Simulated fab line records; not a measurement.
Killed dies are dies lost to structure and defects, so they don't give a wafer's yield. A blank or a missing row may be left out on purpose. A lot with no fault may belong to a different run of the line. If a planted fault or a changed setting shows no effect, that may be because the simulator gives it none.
Which of the tools did it? ; flow n5_finfet ; 9 lots, 27 wafers sampled, at 8 steps of a route of 1938

WHAT THE GAUGES SHOWED, per wafer
N5_START_INSPECT_01: inspects for defects (unpatterned scan).
lot;measured;on;raw_defect_count
L588;day 1 12:07;defect_inspect-02;12 3 10
L593;day 2 18:02;defect_inspect-01;6 7 9
L594;day 3 00:02;defect_inspect-01;8 7 6
L599;day 4 06:02;defect_inspect-02;6 3 4
L601;day 4 18:02;defect_inspect-02;8 6 6
L603;day 5 06:02;defect_inspect-01;4 7 6
L606;day 6 00:02;defect_inspect-02;7 7 5
L609;day 6 18:02;defect_inspect-02;6 8 10
L610;day 7 00:02;defect_inspect-01;8 5 3

N5_ZERO_LAYER_INSPECT_20: inspects for defects (darkfield).
lot;measured;on;raw_defect_count
L588;day 1 13:20;defect_inspect-02;26 17 21
L593;day 2 19:49;defect_inspect-02;23 33 44
L594;day 3 01:22;defect_inspect-01;51 42 25
L599;day 4 07:17;defect_inspect-01;989 999 979
L601;day 4 19:46;defect_inspect-02;1034 947 932
L603;day 5 07:15;defect_inspect-01;1008 1008 978
L606;day 6 01:25;defect_inspect-01;42 28 47
L609;day 6 19:17;defect_inspect-01;12 44 30
L610;day 7 01:15;defect_inspect-02;58 62 34

N5_WELL_APT_INSPECT_10: inspects for defects (macro).
lot;measured;on;raw_defect_count
L588;day 1 13:42;defect_inspect-02;2 1 2
L593;day 2 20:11;defect_inspect-02;3 2 1
L594;day 3 01:43;defect_inspect-02;2 1 3
L599;day 4 07:40;defect_inspect-01;>300 >300 >300
L601;day 4 20:07;defect_inspect-02;>300 >300 >300
L603;day 5 07:37;defect_inspect-02;>300 >300 >300
L606;day 6 01:46;defect_inspect-01;0 4 1
L609;day 6 19:38;defect_inspect-01;4 5 3
L610;day 7 01:37;defect_inspect-02;3 0 3

N5_WELL_APT_CD_MEAS_25: target cd 200 nm.
lot;measured;on;cd_nm (nm)
L588;day 1 14:46;cd_sem-03;197.7 198.4 197.8
L593;day 2 21:35;cd_sem-02;198.5 199.1 199.6
L594;day 3 02:47;cd_sem-02;199.2 199.2 198.4
L599;day 4 08:44;cd_sem-03;199.6 199.0 199.1
L601;day 4 21:48;cd_sem-03;201.6 199.8 200.5
L603;day 5 08:55;cd_sem-01;201.1 198.1 197.0
L606;day 6 02:50;cd_sem-01;201.1 200.8 199.2
L609;day 6 20:43;cd_sem-03;199.0 200.7 199.3
L610;day 7 02:40;cd_sem-03;197.3 197.9 198.1

N5_WELL_APT_INSPECT_38: inspects for defects (darkfield).
lot;measured;on;raw_defect_count
L588;day 1 16:29;defect_inspect-02;17 20 23
L593;day 2 23:45;defect_inspect-02;12 10 28
L594;day 3 05:02;defect_inspect-02;10 10 14
L599;day 4 10:51;defect_inspect-01;964 981 963
L601;day 4 23:31;defect_inspect-01;977 904 913
L603;day 5 10:53;defect_inspect-02;991 969 954
L606;day 6 04:37;defect_inspect-02;9 19 14
L609;day 6 22:28;defect_inspect-01;16 13 12
L610;day 7 04:38;defect_inspect-01;14 20 25

N5_BEOL_M4_RC_MEAS_101.
lot;measured;on;DIBL_N (mV/V);DIBL_P (mV/V);IOFF_N (nA/um);IOFF_P (nA/um);ION_N (uA/um);ION_P (uA/um);SS_N (mV/dec);SS_P (mV/dec);VT_N (mV);VT_P (mV)
L588;day 7 20:59;prober-02;35.8 38.3 36.7;35.3 37.5 37.0;0.140 0.177 0.152;0.185 0.224 0.201;661 671 670;459 462 465;71.2 72.1 71.2;72.5 73.1 72.9;250.8 248.6 249.0;-250 -247 -249
L593;day 9 09:45;prober-02;35.2 37.9 36.1;34.1 36.5 35.4;0.142 0.191 0.153;0.178 0.215 0.193;667 691 671;462 463 459;71.2 72.1 71.2;73.3 73.6 73.2;253.4 248.8 251.1;-255 -253 -253
L594;day 9 16:14;prober-02;33.4 35.9 33.5;33.0 36.4 33.4;0.120 0.169 0.123;0.162 0.212 0.164;675 688 666;459 473 457;71.2 72.3 71.3;72.3 73.6 72.5;252.0 247.8 251.7;-251 -249 -254
L599;day 10 15:59;prober-02;35.2 36.1 38.4;36.0 36.6 39.9;0.148 0.172 0.212;0.232 0.246 0.302;675 668 682;468 468 472;70.5 71.4 71.5;72.0 72.3 73.9;250.1 247.9 244.5;-248 -247 -244
L601;day 11 06:36;prober-01;34.8 35.3 36.8;35.5 36.7 38.5;0.147 0.165 0.186;0.234 0.258 0.295;664 683 668;466 474 473;71.8 72.0 73.2;73.1 73.3 73.8;249.3 247.6 245.2;-247 -245 -242
L603;day 12 15:24;prober-01;38.6 38.1 38.4;37.1 36.5 36.5;0.181 0.173 0.177;0.226 0.205 0.205;682 678 665;462 456 450;72.3 72.3 71.2;73.7 73.7 73.2;246.5 248.6 249.0;-251 -253 -254
L606;day 12 19:00;prober-01;37.9 38.4 39.1;38.8 39.5 39.8;0.177 0.187 0.197;0.227 0.243 0.247;684 682 685;464 465 468;71.6 71.8 71.8;73.8 74.3 74.1;247.7 247.3 247.4;-250 -249 -246
L609;day 13 10:22;prober-01;35.9 34.6 36.0;37.2 35.2 37.6;0.158 0.136 0.166;0.203 0.166 0.203;675 668 682;467 458 463;71.4 70.9 71.8;73.2 73.3 73.5;251.6 251.9 249.8;-253 -258 -252
L610;day 13 22:22;prober-02;35.7 33.3 35.0;37.9 34.6 36.6;0.170 0.127 0.151;0.230 0.184 0.217;681 675 675;472 467 465;72.5 71.0 71.1;73.4 72.6 73.3;250.1 252.1 250.0;-248 -251 -249

WHAT TOOL EACH LOT RAN ON (gives the tool, then ch and the chambers of the sampled wafers, and finally the start)
lot;N5_ZERO_LAYER_ETCH_18;N5_ZERO_LAYER_STRIP_19
L588;rie_si-03 ch 1,2,3, day 1 12:53;wet_bench-01 ch 0,3,5, day 1 13:04
L593;rie_si-01 ch 0,1,2, day 2 19:02;wet_bench-02 ch 2,4,5, day 2 19:14
L594;rie_si-04 ch 0,1,2, day 3 00:52;wet_bench-02 ch 2,3,4, day 3 01:04
L599;rie_si-01 ch 0,1,2, day 4 06:49;wet_bench-02 ch 3,5,7, day 4 07:01
L601;rie_si-04 ch 0,3, day 4 19:18;wet_bench-02 ch 2,3,7, day 4 19:29
L603;rie_si-01 ch 0,3, day 5 06:47;wet_bench-02 ch 2,4,5, day 5 06:59
L606;rie_si-04 ch 0,2,3, day 6 00:54;wet_bench-01 ch 0,5,7, day 6 01:08
L609;rie_si-01 ch 2,3, day 6 18:48;wet_bench-01 ch 0,3,5, day 6 18:59
L610;rie_si-04 ch 1,2,3, day 7 00:47;wet_bench-01 ch 1,5,7, day 7 00:59
- N5_ZERO_LAYER_ETCH_18: etches Si in HBr/Cl2, target depth 120 nm, time 40 s.
- N5_ZERO_LAYER_STRIP_19: strips in SPM, time 900 s.

AS READ BY THE TOOLS THEMSELVES (means over the sampled wafers that have a number; for cases with no such wafer, the mark the record gives instead)
N5_ZERO_LAYER_ETCH_18.
lot;tool;bias_w (W);drypump_motor_current_A (A);oes_product_au (a.u.);throttle_valve_pct (%)
L588;rie_si-03;74.92;5.2;1.007;36.46
L593;rie_si-01;75.13;5.9;1.014;36.65
L594;rie_si-04;74.90;5.2;0.997;36.28
L599;rie_si-01;75.10;5.9;1.021;36.63
L601;rie_si-04;75.04;5.2;0.986;36.32
L603;rie_si-01;74.96;5.9;0.998;36.26
L606;rie_si-04;75.07;5.2;0.985;36.34
L609;rie_si-01;74.98;5.7;0.999;36.57
L610;rie_si-04;74.94;5.2;0.984;36.43

THE ANSWER, worked out from the rows above alone
Rule: the usual values come from the lots themselves. Put in order of their means at a reading, lots are off if they are a third of the lots or fewer, leave a main group of 4 or more, and stand apart from it by a gap of 3 or more times the standard deviation of the main group's means; of several such gaps the widest counts. A main group is skipped when, at the precision printed for the reading in the tables above, its means are all equal. Also off: a lot with no number at a reading for which 4 or more lots have one. The other lots that the step has rows for count as sound. The gauges are gone through in route order, then the tools' own readings, and for those a lot's mean is taken as printed above. The first step at which some lot is off is used, and at that step the reading that is off furthest; a lot without a number counts as furthest.
Off: L599, L601, L603, at N5_ZERO_LAYER_INSPECT_20 (raw_defect_count). The main group has a mean of 36 with a standard deviation of 9.4.
A tool fits if, at a process step before that reading, it ran every lot that is off, and no sound lot after the first of them. Gauges at N5_ZERO_LAYER_INSPECT_20: tried the same way as those tools. One fits: N5_ZERO_LAYER_STRIP_19 on wet_bench-02. A fault onset in the window from L594 (day 3 01:04, its last sound lot) to L599 (day 4 07:01, its first lot off) fits.

WHAT HAD BEEN PUT IN BY THE SIMULATOR
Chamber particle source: wet_bench-02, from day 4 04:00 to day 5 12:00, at N5_ZERO_LAYER_STRIP_19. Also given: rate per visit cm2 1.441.
Struck lots among those shown: L599, L601, L603. The same result came from the rule above.
